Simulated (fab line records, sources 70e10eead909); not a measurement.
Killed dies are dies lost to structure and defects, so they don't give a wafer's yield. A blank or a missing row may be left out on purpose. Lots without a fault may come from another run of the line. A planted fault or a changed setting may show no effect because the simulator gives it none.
fab line records | flow nand_harc
record lots=24 wafers=72 last_day=33
route steps=1302 shown A_CHANNEL_HOLE_D2@598 A_STAIRCASE@650
lots that met no fault: from a run of the same line without faults
start_h: hours from the record's first day to the start of the lot's first wafer shown | wait_h: hours since the lot's step before | " the same as in the row above | L1.1+2: a row that stands for several wafers | - no value, or no start given | * or withheld: withheld | < > ~ a bound
route shown NAME@n: a module of which the file shows steps, and the number in the route of the first | usual: mean/standard deviation of fault-free wafers | same: alike in all rows | chamber/n: place in a boat | sites: the reading at each site | _std_site: their standard deviation | _edge_site: outer sites' mean less inner sites' | radius_mm: how far each site lies from the wafer's centre | mask NAME#n: copy n | behind: the tool/chamber that last shaped the wafer | hold: why the lot was held/for how many hours/how that ended | device: the transistor (n, p or np) that didn't switch | end of line: the same wafers' tests at the end of the route | a step without rows: its recipe alone | killed: dies lost to structure and defects at the first sort, not the wafer's yield | map: a wafer's dies, x killed, . not, _ none there
set.NAME: the setting as run; set.NAME@STEP: as run at that earlier step | model.NAME: the simulator's own value behind a step, which no gauge read
steps of the route over a sample of lots; a table a step, a row a wafer
services: from which hour (start_h, from the record's first day; less than 0 if before it) a tool's chamber was out of use, for how many hours, and why
## steps
# step NHARC_A_CHANNEL_HOLE_D2_ETCH_26
# recipe bias_v=300 source_w=2000 pressure_mtorr=30 time_s=224.1 ar_flow_sccm=375 c4f8_flow_sccm=11.4 o2_flow_sccm=113.6 temp_c=-20 target_depth_a=3000 chemistry=C4F8/O2/Ar
# usual drypump_motor_current_A=5.7/0.4 showerhead_plenum_p_Torr=3.69/0.15 throttle_valve_pct=24.583/0.0095
# columns lot.wafer tool chamber start_h wait_h drypump_motor_current_A rf_hours_counter_h showerhead_plenum_p_Torr throttle_valve_pct
L074.1 har_etch-01 1 294.44 0.7 5.1 153 3.72 24.586
L074.4 " 0 " " 6.4 - 3.57 24.561
L074.6 " 1 " " 5.1 - 3.72 24.582
L075.4 har_etch-02 1 301.56 0.5 5.8 - 3.51 24.580
L075.3 " 0 " " 5.7 - 3.73 24.588
L075.5 " 0 " " 5.7 - 3.73 24.579
L076.3 har_etch-02 1 317.34 0.5 5.8 - 3.51 24.583
L076.5 " 1 " " 5.8 - 3.51 24.596
L076.6 " 0 " " 5.7 - 3.73 24.591
L078.3 har_etch-02 0 339.55 0.5 5.7 - 3.72 24.571
L078.4 " 1 " " 5.8 - 3.50 24.584
L078.6 " 1 " " 5.8 - 3.50 24.578
L077.2 har_etch-01 0 340.17 0.7 6.4 176 3.56 24.578
L077.4 " 0 " " 6.4 - 3.56 24.581
L077.3 " 1 " " 5.1 - 3.71 24.580
L079.3 har_etch-02 1 343.71 0.5 5.8 - 3.50 24.586
L079.4 " 0 " " 5.7 - 3.72 24.594
L079.5 " 1 " " 5.8 - 3.50 24.585
L080.1 har_etch-02 1 351.67 0.6 5.8 393 3.49 24.576
L080.6 " 0 " " 5.7 - 3.71 24.573
L080.5 " 1 " " 5.8 - 3.49 24.599
L081.2 har_etch-01 1 364.06 0.6 5.1 195 3.70 24.596
L081.4 " 1 " " 5.1 - 3.69 24.570
L081.5 " 0 " " 6.4 - 3.55 24.589
L083.1 har_etch-01 0 380.10 0.7 6.4 203 3.55 24.602
L083.4 " 1 " " 5.1 - 3.69 24.576
L083.5 " 0 " " 6.4 - 3.55 24.578
L082.4 har_etch-01 1 384.35 0.5 5.1 - 3.69 24.601
L082.3 " 0 " " 6.4 - 3.54 24.588
L082.6 " 0 " " 6.3 - 3.54 24.587
L084.2 har_etch-01 1 393.08 0.7 5.1 215 3.68 24.580
L084.3 " 0 " " 6.4 - 3.54 24.589
L084.5 " 1 " " 5.1 - 3.68 24.579
L085.1 har_etch-01 1 406.34 0.6 5.1 222 3.68 24.564
L085.3 " 0 " " 6.4 - 3.53 24.583
L085.4 " 1 " " 5.1 - 3.68 24.596
L086.1 har_etch-02 0 413.27 0.6 5.7 8 3.70 24.581
L086.4 " 1 " " 5.8 - 3.99 24.592
L086.3 " 0 " " 5.7 - 3.70 24.574
L088.2 har_etch-01 1 435.95 0.6 5.1 237 3.67 24.583
L088.3 " 1 " " 5.1 - 3.67 24.583
L088.6 " 1 " " 5.1 - 3.67 24.585
L089.2 har_etch-02 0 437.04 0.7 5.7 23 3.69 24.592
L089.3 " 0 " " 5.7 - 3.69 24.583
L089.6 " 0 " " 5.7 - 3.69 24.575
L087.1 har_etch-01 0 440.07 0.7 6.4 241 3.52 24.591
L087.2 " 1 " " 5.1 241 3.67 24.587
L087.4 " 0 " " 6.4 - 3.52 24.593
L090.1 har_etch-02 1 459.02 0.7 5.8 34 3.97 24.580
L090.3 " 1 " " 5.8 - 3.97 24.590
L090.5 " 0 " " 5.7 - 3.69 24.603
L091.1 har_etch-02 0 469.60 0.7 5.7 42 3.68 24.559
L091.3 " 0 " " 5.7 - 3.68 24.573
L091.6 " 0 " " 5.7 - 3.68 24.594
L092.2 har_etch-02 0 479.74 0.7 5.7 50 3.68 24.583
L092.1 " 1 " " 5.8 50 3.96 24.571
L092.3 " 0 " " 5.7 - 3.68 24.588
L093.1 har_etch-02 0 486.87 0.6 5.7 54 3.68 24.588
L093.4 " 0 " " 5.7 - 3.67 24.580
L093.5 " 1 " " 5.8 - 3.96 24.575
L094.1 har_etch-02 1 501.82 0.7 5.8 58 3.96 24.585
L094.4 " 1 " " 5.8 - 3.96 24.589
L094.6 " 1 " " 5.8 - 3.96 24.563
L096.4 har_etch-02 1 509.90 0.5 5.8 - 3.95 24.592
L096.3 " 0 " " 5.7 - 3.67 24.575
L096.5 " 1 " " 5.8 - 3.95 24.576
L095.1 har_etch-01 1 513.32 0.6 5.1 283 3.65 24.575
L095.3 " 1 " " 5.1 - 3.64 24.577
L095.5 " 1 " " 5.1 - 3.64 24.569
L097.1 har_etch-02 0 540.59 0.6 5.7 84 3.66 24.590
L097.4 " 1 " " 5.8 - 3.94 24.578
L097.5 " 1 " " 5.8 - 3.94 24.592
# step NHARC_A_CHANNEL_HOLE_D2_INSPECT_40
# usual raw_defect_count=284/80
# columns lot.wafer tool chamber start_h wait_h raw_defect_count
L074.1 defect_inspect-02 - 296.36 - 171
L074.4 " - " " 146
L074.6 " - " " 220
L075.3 defect_inspect-01 - 303.60 - 244
L075.4 " - " " 327
L075.5 " - " " 350
L076.3 defect_inspect-02 - 319.20 - 549
L076.5 " - " " 373
L076.6 " - " " 442
L078.3 defect_inspect-02 - 341.42 - 370
L078.4 " - " " 265
L078.6 " - " " 235
L077.2 defect_inspect-02 - 342.10 - 233
L077.3 " - " " 143
L077.4 " - " " 172
L079.3 defect_inspect-01 - 345.57 - 189
L079.4 " - " " 215
L079.5 " - " " 182
L080.1 defect_inspect-02 - 353.57 - 278
L080.5 " - " " 339
L080.6 " - " " 440
L081.2 defect_inspect-01 - 365.95 - 209
L081.4 " - " " 229
L081.5 " - " " 279
L083.1 defect_inspect-02 - 382.05 - 359
L083.4 " - " " 416
L083.5 " - " " 403
L082.3 defect_inspect-02 - 386.22 - 305
L082.4 " - " " 335
L082.6 " - " " 237
L084.2 defect_inspect-02 - 395.01 - 246
L084.3 " - " " 215
L084.5 " - " " 397
L085.1 defect_inspect-02 - 408.26 - 341
L085.3 " - " " 553
L085.4 " - " " 297
L086.1 defect_inspect-02 - 415.84 - 196
L086.3 " - " " 227
L086.4 " - " " 197
L088.2 defect_inspect-02 - 437.84 - 364
L088.3 " - " " 307
L088.6 " - " " 374
L089.2 defect_inspect-01 - 439.00 - 299
L089.3 " - " " 293
L089.6 " - " " 181
L087.1 defect_inspect-02 - 442.00 - 296
L087.2 " - " " 263
L087.4 " - " " 370
L090.1 defect_inspect-01 - 460.95 - 206
L090.3 " - " " 238
L090.5 " - " " 367
L091.1 defect_inspect-01 - 471.52 - 324
L091.3 " - " " 333
L091.6 " - " " 213
L092.1 defect_inspect-02 - 481.67 - 313
L092.2 " - " " 310
L092.3 " - " " 360
L093.1 defect_inspect-01 - 488.78 - 238
L093.4 " - " " 142
L093.5 " - " " 256
L094.1 defect_inspect-02 - 503.74 - 331
L094.4 " - " " 227
L094.6 " - " " 333
L096.3 defect_inspect-02 - 511.76 - 278
L096.4 " - " " 172
L096.5 " - " " 376
L095.1 defect_inspect-01 - 515.21 - 322
L095.3 " - " " 270
L095.5 " - " " 275
L097.1 defect_inspect-01 - 542.49 - 232
L097.4 " - " " 212
L097.5 " - " " 195
# step NHARC_A_STAIRCASE_DESCUM_168
# recipe time_s=3 o2_flow_sccm=200 ar_flow_sccm=0 bias_power_w=0 chemistry=O2
# usual drypump_motor_current_A=5.6/0.55 oes_product_au=0.998/0.008 rf_vpp_V=57.7/0.92 showerhead_plenum_p_Torr=1.92/0.092 throttle_valve_pct=11.310/0.0097
# columns lot.wafer tool chamber start_h wait_h drypump_motor_current_A oes_product_au rf_hours_counter_h rf_vpp_V showerhead_plenum_p_Torr throttle_valve_pct
L074.1 rie_diel-05 0 351.12 - 5.9 0.994 40 57.4 1.80 11.322
L074.4 " 2 " " 4.6 0.998 37 57.1 1.91 11.299
L074.6 " 1 " " 5.3 1.004 - 57.9 1.99 11.314
L075.3 rie_diel-09 2 357.26 - 5.8 1.013 10 56.5 1.81 11.315
L075.4 " 3 " " 5.6 1.010 7 58.9 1.92 11.321
L075.5 " 3 " " 5.6 0.993 - 58.3 1.92 11.324
L076.3 rie_diel-05 3 368.49 - 6.3 0.992 36 57.9 2.02 11.297
L076.6 " 1 " " 5.3 0.993 - 58.6 1.99 11.323
L076.5 " 2 " " 4.7 0.993 - 58.0 1.91 11.296
L078.4 rie_diel-05 3 392.90 - 6.3 0.998 46 57.8 2.02 11.310
L078.3 " 2 " " 4.7 0.994 52 57.9 1.90 11.306
L078.6 " 0 " " 5.8 1.000 - 56.4 1.79 11.304
L077.2 rie_diel-05 1 392.96 - 5.3 0.987 50 58.0 1.98 11.306
L077.3 " 2 " " 4.6 0.996 52 56.7 1.90 11.299
L077.4 " 3 " " 6.3 0.995 46 58.2 2.02 11.306
L079.3 rie_diel-01 2 397.94 - 6.4 1.015 5 59.5 2.07 11.303
L079.4 " 3 " " 6.0 0.995 4 57.5 1.78 11.313
L079.5 " 1 " " 6.2 1.008 - 56.8 2.00 11.313
L080.1 rie_diel-05 0 402.26 - 5.9 0.995 55 56.9 1.79 11.310
L080.6 " 2 " " 4.7 0.989 - 58.0 1.90 11.304
L080.5 " 3 " " 6.4 0.993 - 57.9 2.02 11.327
L081.4 rie_diel-09 2 417.23 - 5.8 1.005 16 59.0 1.81 11.294
L081.2 " 0 " " 6.1 0.994 33 58.1 1.94 11.296
L081.5 " 3 " " 5.5 0.987 - 57.3 1.91 11.314
L083.1 rie_diel-09 0 431.15 - 6.1 0.987 37 58.1 1.94 11.305
L083.4 " 1 " " 5.5 1.003 45 57.0 1.92 11.283
L083.5 " 3 " " 5.5 0.993 - 59.3 1.91 11.313
L082.4 rie_diel-05 3 437.51 - 6.3 1.005 5 57.4 2.01 11.314
L082.3 " 1 " " 5.3 1.001 6 58.6 1.98 11.314
L082.6 " 3 " " 6.3 1.006 - 59.8 2.01 11.308
L084.2 rie_diel-09 3 448.45 - 5.6 0.993 44 58.9 1.90 11.311
L084.3 " 1 " " 5.5 1.010 50 57.9 1.92 11.310
L084.5 " 2 " " 5.8 1.007 - 56.0 1.81 11.285
L085.4 rie_diel-05 3 461.23 - 6.3 1.004 10 59.2 2.01 11.327
L085.1 " 0 " " 5.8 0.994 13 57.2 1.79 11.317
L085.3 " 1 " " 5.3 1.001 13 56.3 1.98 11.318
L086.4 rie_diel-01 0 471.37 - 4.9 1.024 19 58.3 2.07 11.315
L086.1 " 1 " " 6.3 1.010 22 58.8 1.99 11.303
L086.3 " 2 " " 6.4 1.001 36 57.9 2.06 11.312
L087.1 rie_diel-05 0 491.48 - 5.9 0.994 23 57.7 1.79 11.293
L087.4 " 1 " " 5.3 1.000 23 57.9 1.97 11.306
L087.2 " 3 " " 6.3 1.005 21 56.7 2.01 11.315
L089.2 rie_diel-09 0 495.22 - 6.1 0.999 62 58.3 1.93 11.319
L089.3 " 1 " " 5.5 0.993 68 57.7 1.91 11.310
L089.6 " 2 " " 5.8 1.007 - 57.0 1.80 11.293
L088.2 rie_diel-01 1 495.36 - 6.2 1.000 28 58.3 1.99 11.298
L088.3 " 2 " " 6.4 1.001 47 59.7 2.06 11.303
L088.6 " 1 " " 6.2 0.994 - 57.8 1.99 11.321
L090.3 rie_diel-01 0 510.93 - 4.8 1.001 38 58.2 2.06 11.320
L090.1 " 2 " " 6.4 0.999 52 58.7 2.06 11.309
L090.5 " 3 " " 6.0 0.995 - 56.7 1.77 11.312
L091.3 rie_diel-05 0 529.26 - 5.9 0.989 35 57.2 1.78 11.307
L091.1 " 1 " " 5.3 0.991 37 57.0 1.97 11.315
L091.6 " 2 " " 4.7 0.991 - 58.0 1.89 11.311
L092.3 rie_diel-05 0 533.80 - 5.8 0.984 36 57.5 1.78 11.315
L092.2 " 1 " " 5.3 0.997 37 57.7 1.97 11.311
L092.1 " 2 " " 4.7 0.986 34 58.2 1.89 11.306
L093.4 rie_diel-05 1 537.81 - 5.3 1.005 38 57.0 1.97 11.307
L093.1 " 2 " " 4.7 0.992 35 56.2 1.89 11.297
L093.5 " 1 " " 5.3 1.002 - 58.2 1.97 11.311
L094.4 rie_diel-09 0 554.43 - 6.1 1.002 16 56.3 1.92 11.297
L094.1 " 2 " " 5.8 1.020 17 57.1 1.80 11.316
L094.6 " 3 " " 5.5 1.008 - 58.9 1.90 11.298
L096.3 rie_diel-09 1 563.10 - 5.5 0.994 15 57.4 1.91 11.297
L096.5 " 2 " " 5.8 0.991 - 59.3 1.80 11.295
L096.4 " 0 " " 6.1 0.982 - 58.0 1.92 11.303
L095.3 rie_diel-05 1 570.59 - 5.3 1.001 47 55.8 1.97 11.325
L095.1 " 0 " " 5.8 1.006 46 56.5 1.78 11.328
L095.5 " 1 " " 5.3 1.005 - 58.2 1.97 11.305
L097.4 rie_diel-01 3 592.11 - 6.0 0.986 5 58.8 2.07 11.302
L097.1 " 0 " " 4.8 0.996 2 59.3 2.06 11.315
L097.5 " 3 " " 6.0 0.982 - 57.5 2.07 11.303
# step NHARC_A_STAIRCASE_TRIM_14
# recipe time_s=211.2 o2_flow_sccm=500 ar_flow_sccm=0 bias_w=0 chemistry=O2
# usual drypump_motor_current_A=5.7/0.56 oes_product_au=1.000/0.0074 rf_vpp_V=57.7/0.94 showerhead_plenum_p_Torr=3.56/0.17 throttle_valve_pct=17.036/0.0091
# columns lot.wafer tool chamber start_h wait_h drypump_motor_current_A oes_product_au rf_hours_counter_h rf_vpp_V showerhead_plenum_p_Torr throttle_valve_pct
L074.4 rie_diel-09 2 - - 5.8 1.008 9 55.6 3.36 17.036
L074.1 " 3 " " 5.6 0.994 6 57.9 3.54 17.038
L074.6 " 0 " " 6.1 0.979 - 57.2 3.58 17.032
L075.3 rie_diel-05 0 - - 5.8 0.997 42 58.0 3.33 17.042
L075.4 " 1 " " 5.4 1.004 39 57.4 3.66 17.035
L075.5 " 2 " " 4.7 0.996 - 57.6 3.52 17.027
L076.3 rie_diel-09 0 - - 6.1 0.998 12 57.0 3.58 17.040
L076.5 " 0 " " 6.1 0.997 - 57.0 3.58 17.014
L076.6 " 3 " " 5.6 0.987 - 58.3 3.53 17.045
L078.3 rie_diel-01 2 - - 6.4 1.007 4 59.1 3.81 17.046
L078.4 " 3 " " 6.0 0.989 2 56.4 3.31 17.043
L078.6 " 0 " " 4.9 1.015 - 58.4 3.81 17.017
L077.4 rie_diel-01 0 - - 4.8 1.005 2 58.3 3.81 17.030
L077.2 " 1 " " 6.3 1.003 4 57.0 3.67 17.051
L077.3 " 2 " " 6.4 1.005 4 57.3 3.81 17.047
L079.4 rie_diel-05 3 - - 6.4 0.999 51 59.1 3.71 17.023
L079.3 " 0 " " 5.8 0.998 55 57.3 3.32 17.038
L079.5 " 2 " " 4.7 0.999 - 57.7 3.51 17.040
L080.1 rie_diel-01 3 - - 6.1 0.998 6 56.3 3.30 17.022
L080.6 " 2 " " 6.4 0.999 - 58.2 3.80 17.024
L080.5 " 3 " " 6.1 0.992 - 57.0 3.30 17.038
L081.2 rie_diel-05 0 - - 5.9 0.992 1 56.8 3.32 17.042
L081.4 " 1 " " 5.4 1.005 2 56.7 3.64 17.061
L081.5 " 2 " " 4.7 1.000 - 57.4 3.51 17.040
L083.4 rie_diel-09 2 - - 5.8 1.000 22 57.9 3.35 17.036
L083.1 " 3 " " 5.6 0.996 37 57.1 3.52 17.051
L083.5 " 2 " " 5.8 1.010 - 58.8 3.35 17.045
L082.4 rie_diel-05 3 - - 6.3 0.998 6 59.9 3.70 17.042
L082.3 " 0 " " 5.9 0.994 6 57.5 3.32 17.041
L082.6 " 1 " " 5.3 1.007 - 58.3 3.64 17.052
L084.2 rie_diel-05 3 - - 6.4 1.004 8 57.1 3.70 17.034
L084.3 " 1 " " 5.3 1.008 10 58.9 3.64 17.039
L084.5 " 3 " " 6.3 1.011 - 59.0 3.70 17.046
L085.4 rie_diel-05 0 - - 5.9 0.993 13 56.9 3.31 17.031
L085.1 " 1 " " 5.4 1.003 14 57.5 3.64 17.045
L085.3 " 3 " " 6.4 0.996 11 58.3 3.70 17.037
L086.3 rie_diel-01 2 - - 6.4 1.003 36 57.5 3.79 17.024
L086.1 " 3 " " 6.0 1.007 30 57.9 3.29 17.031
L086.4 " 1 " " 6.3 1.001 23 58.0 3.66 17.037
L087.4 rie_diel-01 3 - - 6.0 0.988 41 58.2 3.29 17.041
L087.2 " 0 " " 4.8 1.002 33 58.7 3.79 17.039
L087.1 " 1 " " 6.3 1.010 27 57.4 3.66 17.020
L089.3 rie_diel-01 2 - - 6.4 1.004 48 58.9 3.78 17.041
L089.2 " 3 " " 6.0 0.993 41 56.7 3.29 17.027
L089.6 " 2 " " 6.4 0.997 - 57.5 3.78 17.039
L088.3 rie_diel-05 3 - - 6.4 0.993 22 56.8 3.69 17.046
L088.2 " 0 " " 5.9 0.995 24 57.2 3.31 17.046
L088.6 " 1 " " 5.3 0.998 - 58.5 3.63 17.048
L090.3 rie_diel-09 2 - - 5.8 1.015 1 57.9 3.34 17.057
L090.1 " 3 " " 5.5 0.999 1 56.1 3.51 17.035
L090.5 " 1 " " 5.5 1.001 - 56.8 3.53 17.029
L091.3 rie_diel-01 3 - - 6.1 0.999 54 56.6 3.28 17.028
L091.1 " 1 " " 6.3 1.008 37 56.7 3.65 17.036
L091.6 " 0 " " 4.9 0.998 - 59.3 3.78 17.044
L092.2 rie_diel-09 0 - - 6.1 0.998 11 57.9 3.55 17.033
L092.1 " 1 " " 5.5 0.997 7 58.0 3.52 17.037
L092.3 " 2 " " 5.8 1.002 12 57.3 3.33 17.042
L093.1 rie_diel-01 3 - - 6.0 0.997 57 56.9 3.28 17.040
L093.4 " 0 " " 4.9 1.001 49 58.6 3.78 17.041
L093.5 " 3 " " 6.0 0.996 - 56.5 3.28 17.011
L094.1 rie_diel-01 1 - - 6.3 0.998 49 59.9 3.65 17.047
L094.4 " 2 " " 6.4 0.996 68 58.9 3.77 17.037
L094.6 " 0 " " 4.8 0.989 - 58.1 3.78 17.034
L096.3 rie_diel-09 1 - - 5.5 1.015 16 58.0 3.52 17.042
L096.5 " 0 " " 6.1 0.995 - 57.2 3.54 17.041
L096.4 " 2 " " 5.8 0.995 - 57.1 3.33 17.040
L095.1 rie_diel-05 3 - - 6.4 0.995 47 58.0 3.68 17.033
L095.3 " 1 " " 5.3 0.996 49 59.4 3.62 17.047
L095.5 " 0 " " 5.8 0.997 - 56.2 3.30 17.039
L097.1 rie_diel-09 1 - - 5.5 1.011 21 56.5 3.52 17.031
L097.4 " 0 " " 6.1 1.005 31 56.3 3.54 17.024
L097.5 " 2 " " 5.8 1.013 - 56.8 3.32 17.023
# step NHARC_A_STAIRCASE_ETCH_23
# recipe target_depth_a=1000 time_s=40.5 ion_energy_ev=400 c4f8_flow_sccm=20 o2_flow_sccm=10 ar_flow_sccm=withheld rf_w=600 bias_w=1000 chemistry=C4F8/O2
# usual oes_product_au=0.944/0.0094 rf_vpp_V=896/6.7
# columns lot.wafer tool chamber start_h wait_h oes_product_au rf_hours_counter_h rf_vpp_V
L074.1 rie_diel-01 0 - - 0.941 53 887
L074.6 " 3 " " 0.953 - 888
L074.4 " 0 " " 0.949 - 886
L075.4 rie_diel-01 0 - - 0.948 55 886
L075.3 " 1 " " 0.947 49 903
L075.5 " 0 " " 0.939 - 886
L076.3 rie_diel-09 0 - - 0.946 13 898
L076.5 " 0 " " 0.938 - 897
L076.6 " 1 " " 0.952 - 896
L078.4 rie_diel-05 2 - - 0.950 55 896
L078.3 " 3 " " 0.936 49 903
L078.6 " 1 " " 0.956 - 899
L077.3 rie_diel-01 0 - - 0.953 3 906
L077.2 " 1 " " 0.934 5 903
L077.4 " 2 " " 0.944 5 906
L079.4 rie_diel-01 0 - - 0.970 5 906
L079.3 " 1 " " 0.948 7 901
L079.5 " 0 " " 0.967 - 906
L080.1 rie_diel-01 2 - - 0.933 8 906
L080.6 " 3 " " 0.940 - 888
L080.5 " 1 " " 0.937 - 902
L081.2 rie_diel-05 3 - - 0.926 2 903
L081.4 " 2 " " 0.935 3 896
L081.5 " 0 " " 0.927 - 887
L083.1 rie_diel-01 2 - - 0.956 21 905
L083.5 " 3 " " 0.944 - 887
L083.4 " 0 " " 0.951 - 906
L082.3 rie_diel-09 2 - - 0.960 27 888
L082.4 " 1 " " 0.958 48 897
L082.6 " 3 " " 0.954 - 896
L084.3 rie_diel-09 1 - - 0.940 52 898
L084.2 " 0 " " 0.944 44 898
L084.5 " 0 " " 0.946 - 896
L085.1 rie_diel-05 3 - - 0.956 11 902
L085.4 " 0 " " 0.948 13 888
L085.3 " 2 " " 0.939 12 895
L086.4 rie_diel-01 2 - - 0.938 37 906
L086.1 " 3 " " 0.938 30 887
L086.3 " 0 " " 0.951 20 905
L087.1 rie_diel-05 1 - - 0.951 24 901
L087.4 " 2 " " 0.930 22 895
L087.2 " 0 " " 0.927 23 888
L089.3 rie_diel-01 1 - - 0.944 28 902
L089.2 " 2 " " 0.939 48 905
L089.6 " 0 " " 0.945 - 907
L088.3 rie_diel-05 3 - - 0.939 23 901
L088.2 " 0 " " 0.930 25 887
L088.6 " 1 " " 0.929 - 900
L090.3 rie_diel-09 2 - - 0.940 2 890
L090.1 " 3 " " 0.935 3 895
L090.5 " 3 " " 0.943 - 895
L091.3 rie_diel-01 3 - - 0.937 56 888
L091.1 " 0 " " 0.941 48 904
L091.6 " 2 " " 0.954 - 904
L092.3 rie_diel-05 2 - - 0.943 34 896
L092.1 " 3 " " 0.956 33 902
L092.2 " 0 " " 0.939 36 887
L093.4 rie_diel-01 1 - - 0.935 43 900
L093.1 " 0 " " 0.948 49 906
L093.5 " 2 " " 0.952 - 906
L094.1 rie_diel-05 0 - - 0.957 41 887
L094.4 " 2 " " 0.937 40 895
L094.6 " 0 " " 0.965 - 888
L096.3 rie_diel-05 2 - - 0.942 42 896
L096.4 " 3 " " 0.957 41 901
L096.5 " 1 " " 0.944 - 900
L095.1 rie_diel-05 3 - - 0.944 49 901
L095.3 " 0 " " 0.942 49 888
L095.5 " 0 " " 0.941 - 888
L097.1 rie_diel-09 3 - - 0.939 25 893
L097.4 " 1 " " 0.941 22 895
L097.5 " 0 " " 0.944 - 896
# step NHARC_A_STAIRCASE_TRIM_189
# recipe time_s=211.2 o2_flow_sccm=500 ar_flow_sccm=0 bias_w=0 chemistry=O2
# usual drypump_motor_current_A=5.7/0.55 oes_product_au=0.997/0.0079 rf_vpp_V=57.8/1 showerhead_plenum_p_Torr=3.54/0.16 throttle_valve_pct=17.035/0.0086
# columns lot.wafer tool chamber start_h wait_h drypump_motor_current_A oes_product_au rf_hours_counter_h rf_vpp_V showerhead_plenum_p_Torr throttle_valve_pct
L074.1 rie_diel-01 3 - - 6.1 1.004 54 55.2 3.31 17.029
L074.4 " 1 " " 6.3 0.999 - 58.6 3.68 17.030
L074.6 " 3 " " 6.1 0.999 - 57.3 3.31 17.035
L075.4 rie_diel-05 3 - - 6.3 0.998 35 58.6 3.72 17.032
L075.3 " 0 " " 5.9 1.001 42 58.4 3.33 17.032
L075.5 " 2 " " 4.7 0.986 - 58.2 3.52 17.027
L076.3 rie_diel-01 2 - - 6.4 1.011 46 58.7 3.27 17.049
L076.6 " 1 " " 6.3 0.992 - 59.1 3.68 17.037
L076.5 " 2 " " 6.4 1.009 - 57.2 3.27 17.031
L077.2 rie_diel-01 3 - - 6.1 0.988 4 57.2 3.31 17.028
L077.4 " 1 " " 6.3 0.996 6 57.3 3.67 17.019
L077.3 " 2 " " 6.4 1.003 6 57.0 3.80 17.029
L078.3 rie_diel-09 1 - - 5.5 0.998 - 58.6 3.55 17.026
L078.4 " 3 " " 5.5 0.997 - 58.0 3.52 17.036
L078.6 " 1 " " 5.5 0.998 - 55.9 3.55 17.036
L079.3 rie_diel-09 0 - - 6.1 0.983 27 57.9 3.57 17.032
L079.4 " 3 " " 5.5 0.989 29 58.1 3.52 17.038
L079.5 " 0 " " 6.1 0.997 - 58.2 3.57 17.036
L080.1 rie_diel-09 0 - - 6.1 1.004 28 57.6 3.57 17.034
L080.6 " 0 " " 6.1 0.994 - 57.8 3.57 17.028
L080.5 " 1 " " 5.5 1.009 - 58.0 3.55 17.039
L081.2 rie_diel-05 3 - - 6.3 0.994 3 57.2 3.70 17.049
L081.4 " 0 " " 5.8 0.984 3 57.7 3.32 17.039
L081.5 " 0 " " 5.9 0.991 - 58.9 3.32 17.036
L083.1 rie_diel-05 1 - - 5.3 0.983 6 57.4 3.64 17.037
L083.4 " 3 " " 6.3 1.000 5 59.2 3.70 17.030
L083.5 " 1 " " 5.3 0.997 - 58.6 3.64 17.047
L082.4 rie_diel-09 3 - - 5.6 0.996 43 56.3 3.51 17.037
L082.3 " 0 " " 6.1 0.997 41 59.8 3.56 17.023
L082.6 " 3 " " 5.6 0.997 - 57.4 3.51 17.012
L084.2 rie_diel-09 2 - - 5.8 1.007 31 58.6 3.34 17.044
L084.3 " 0 " " 6.1 0.995 45 59.2 3.56 17.048
L084.5 " 2 " " 5.8 1.000 - 57.9 3.34 17.041
L085.1 rie_diel-01 1 - - 6.3 1.007 21 57.2 3.66 17.035
L085.3 " 2 " " 6.4 0.994 35 58.4 3.79 17.041
L085.4 " 3 " " 6.1 0.996 28 57.4 3.29 17.043
L086.4 rie_diel-05 1 - - 5.4 1.010 16 58.1 3.64 17.034
L086.1 " 2 " " 4.7 0.997 15 56.9 3.50 17.037
L086.3 " 3 " " 6.3 1.001 15 58.4 3.70 17.042
L087.1 rie_diel-05 1 - - 5.4 0.984 25 58.5 3.63 17.037
L087.4 " 2 " " 4.7 0.970 23 58.1 3.50 17.024
L087.2 " 0 " " 5.8 0.989 24 58.0 3.31 17.016
L089.2 rie_diel-01 0 - - 4.8 1.000 34 57.5 3.79 17.037
L089.3 " 1 " " 6.3 0.991 29 57.8 3.66 17.038
L089.6 " 3 " " 6.1 1.003 - 57.5 3.29 17.052
L088.2 rie_diel-01 2 - - 6.4 0.996 49 58.2 3.78 17.050
L088.3 " 1 " " 6.3 0.999 29 58.6 3.66 17.029
L088.6 " 2 " " 6.4 0.994 - 59.4 3.78 17.048
L090.1 rie_diel-09 0 - - 6.1 1.000 4 58.8 3.55 17.049
L090.3 " 2 " " 5.8 1.002 3 57.1 3.34 17.027
L090.5 " 0 " " 6.1 0.983 - 57.9 3.55 17.036
L091.3 rie_diel-01 2 - - 6.4 1.004 62 56.7 3.77 17.056
L091.1 " 3 " " 6.0 0.993 57 55.9 3.28 17.041
L091.6 " 3 " " 6.0 0.985 - 56.3 3.28 17.028
L092.3 rie_diel-05 1 - - 5.4 0.991 38 58.3 3.62 17.048
L092.2 " 2 " " 4.6 0.989 35 57.2 3.49 17.045
L092.1 " 0 " " 5.8 0.997 37 55.4 3.30 17.044
L093.4 rie_diel-05 2 - - 4.7 0.990 36 57.1 3.49 17.032
L093.1 " 1 " " 5.4 0.995 40 57.2 3.62 17.023
L093.5 " 2 " " 4.7 0.990 - 58.0 3.49 17.038
L094.1 rie_diel-05 0 - - 5.8 0.993 41 56.3 3.30 17.041
L094.4 " 3 " " 6.3 0.989 38 59.3 3.68 17.033
L094.6 " 0 " " 5.9 0.991 - 57.8 3.30 17.035
L096.4 rie_diel-05 3 - - 6.4 1.002 45 58.3 3.68 17.035
L096.3 " 0 " " 5.9 0.998 46 56.9 3.30 17.047
L096.5 " 0 " " 5.9 1.002 - 55.5 3.30 17.024
L095.1 rie_diel-09 2 - - 5.8 1.003 29 57.6 3.32 17.045
L095.3 " 0 " " 6.1 0.998 27 59.3 3.54 17.032
L095.5 " 2 " " 5.8 1.006 - 57.6 3.32 17.037
L097.1 rie_diel-01 1 - - 6.3 0.998 12 59.2 3.64 17.028
L097.4 " 2 " " 6.4 1.007 12 57.3 3.76 17.041
L097.5 " 1 " " 6.3 0.991 - 58.5 3.64 17.039
## services
# columns tool chamber start_h hours kind
rie_diel-05 1 285.67 15.1 repair
rie_diel-01 2 287.60 22.0 repair
rie_diel-05 0 291.01 - clean
rie_diel-05 2 291.01 - clean
rie_diel-05 3 291.01 - clean
rie_diel-01 3 301.18 2.0 repair
rie_diel-05 0 315.51 - clean
rie_diel-05 1 315.51 - clean
rie_diel-09 - 320.16 9.0 pm
rie_diel-05 3 324.57 5.5 repair
rie_diel-01 2 354.91 5.2 repair
har_etch-01 - 357.29 2.0 repair
rie_diel-09 2 358.23 47.1 repair
har_etch-02 - 377.75 17.0 pm
rie_diel-01 - 380.80 9.0 pm
rie_diel-09 - 386.94 0.4 repair
rie_diel-09 0 399.13 5.0 repair
rie_diel-09 3 448.75 12.9 repair
rie_diel-01 1 476.34 10.3 repair
rie_diel-09 - 497.19 9.0 pm
rie_diel-01 - 557.80 9.0 pm
rie_diel-09 3 560.62 8.5 repair
rie_diel-09 1 566.46 6.7 repair
rie_diel-05 - 587.88 9.0 pm
## key
fault none
